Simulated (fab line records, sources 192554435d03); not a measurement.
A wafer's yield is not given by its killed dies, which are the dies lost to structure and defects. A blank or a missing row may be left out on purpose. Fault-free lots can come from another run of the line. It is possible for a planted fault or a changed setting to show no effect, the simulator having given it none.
Which tool is to blame?	flow n5Finfet	30 wafers from 10 lots sampled at 2 of the route's 1938 steps

WHAT THE GAUGES SHOWED, per wafer
N5_BEOL_M4_RC_MEAS_101.
lot	measured	on	DIBL_N (mV/V)	DIBL_P (mV/V)	IOFF_N (nA/um)	IOFF_P (nA/um)	ION_N (uA/um)	ION_P (uA/um)	SS_N (mV/dec)	SS_P (mV/dec)	VT_N (mV)	VT_P (mV)
L580	day 8 06:04	prober-02	34.3 35.2 35.5	35.8 36.7 36.3	0.140 0.143 0.152	0.193 0.203 0.208	663 666 671	465 461 462	71.6 71.8 71.7	72.8 72.6 73.3	250.5 251.5 249.1	-251 -251 -249
L582	day 9 01:41	prober-02	34.9 33.5 35.1	35.5 33.6 36.0	0.155 0.128 0.159	0.228 0.191 0.224	680 667 687	471 466 471	71.6 71.3 72.0	73.5 72.9 73.1	249.3 252.2 249.7	-249 -252 -247
L584	day 9 18:49	prober-02	38.8 35.9 37.8	39.8 36.3 38.6	0.211 0.160 0.187	0.253 0.196 0.226	694 677 679	465 457 460	72.7 71.2 70.8	74.1 73.5 74.0	248.9 250.0 249.7	-249 -253 -253
L585	day 9 20:58	prober-01	36.2 35.4 36.4	36.6 34.5 37.0	0.161 0.140 0.168	0.244 0.202 0.238	670 670 679	472 462 470	71.7 71.5 71.6	74.0 72.5 73.5	248.0 250.6 248.6	-245 -246 -246
L587	day 10 11:13	prober-01	36.3 37.1 36.9	37.3 37.9 37.7	0.169 0.187 0.176	0.261 0.267 0.256	678 673 689	474 474 474	71.1 72.0 71.9	74.2 73.4 73.4	248.6 245.1 248.4	-245 -243 -244
L590	day 11 02:08	prober-02	39.2 40.3 38.9	39.4 40.9 39.0	0.188 0.209 0.170	0.213 0.247 0.197	679 668 674	461 456 455	72.3 72.9 72.2	74.0 75.4 74.6	248.0 247.4 250.9	-251 -249 -254
L591	day 11 04:09	prober-01	35.7 37.9 36.0	35.4 37.3 35.4	0.134 0.174 0.140	0.212 0.239 0.210	666 681 675	469 465 468	70.7 72.1 71.0	72.5 73.1 72.9	251.2 249.5 249.9	-249 -246 -249
L596	day 12 06:28	prober-02	35.3 36.1 35.7	34.2 35.6 35.5	0.112 0.127 0.127	0.167 0.185 0.185	653 663 666	454 462 462	71.0 71.2 71.4	72.3 73.1 73.3	253.4 254.9 253.7	-255 -252 -252
L598	day 13 00:58	prober-02	36.2 35.5 36.5	36.9 36.7 37.8	0.150 0.149 0.161	0.209 0.202 0.225	667 673 674	461 465 464	72.2 71.7 72.0	73.3 73.1 73.4	252.9 250.4 252.8	-251 -252 -250
L602	day 13 16:08	prober-02	37.0 36.4 36.7	36.3 36.3 36.4	0.169 0.166 0.173	0.218 0.213 0.222	677 682 680	459 464 464	72.2 71.4 72.0	72.9 74.0 73.8	249.2 247.6 247.2	-251 -252 -249

N5_MIM_TOP_LITHO_CD_MEAS_08 targets a cd of 2000 nm.
lot	measured	on	cdNm (nm)
L580	day 12 08:53	cdSem-03	1999.6 2000.7 2003.0
L582	day 12 15:20	cdSem-03	1997.7 1997.1 1997.8
L584	day 13 13:43	cdSem-02	1999.1 1997.5 1997.2
L585	day 13 13:45	cdSem-03	2000.0 2001.9 1999.3
L587	day 13 21:02	cdSem-01	1999.8 1999.1 1999.8
L590	day 14 21:25	cdSem-02	2001.6 2001.0 2000.0
L591	day 14 20:50	cdSem-02	2001.1 1999.9 1999.5
L596	day 18 05:26	cdSem-01	2000.4 1999.3 1998.6
L598	day 16 13:23	cdSem-02	1998.3 1999.5 1999.4
L602	day 17 15:38	cdSem-03	1999.8 1999.3 1999.0

WHAT TOOL EACH LOT RAN ON (gives the tool, then ch and the chambers of the sampled wafers, and finally the start)
There is no process step in the record ahead of these readings.

WHAT THE TOOLS THEMSELVES READ (means of the sampled wafers that have a number; where no wafer has one, the mark that the record gives instead)
The record holds no such reading with a usual standard deviation.

THE ANSWER, worked out from the rows above alone
Rule: the usual values come from the lots themselves. The widest of any qualifying gaps counts: lots, ordered by their means at a reading, are off when they make up no more than a third of the lots, leave a main group of 4 or more, and stand apart from it by 3 or more times the standard deviation of that group's means. Not used: any main group whose means are identical at the precision the tables above print for the reading. A lot without any number at a reading at which 4 lots or more have one is off too. All remaining lots with rows at the step are treated as sound. After the gauges, taken in route order, come the tools' own readings; for these a lot's mean is taken, as printed above. At the first step where some lot is off, the reading lying furthest off is the one used; lots without a number count as furthest.
No lot is off at any reading shown: from this, nothing can be told.

WHAT HAD BEEN PUT IN BY THE SIMULATOR
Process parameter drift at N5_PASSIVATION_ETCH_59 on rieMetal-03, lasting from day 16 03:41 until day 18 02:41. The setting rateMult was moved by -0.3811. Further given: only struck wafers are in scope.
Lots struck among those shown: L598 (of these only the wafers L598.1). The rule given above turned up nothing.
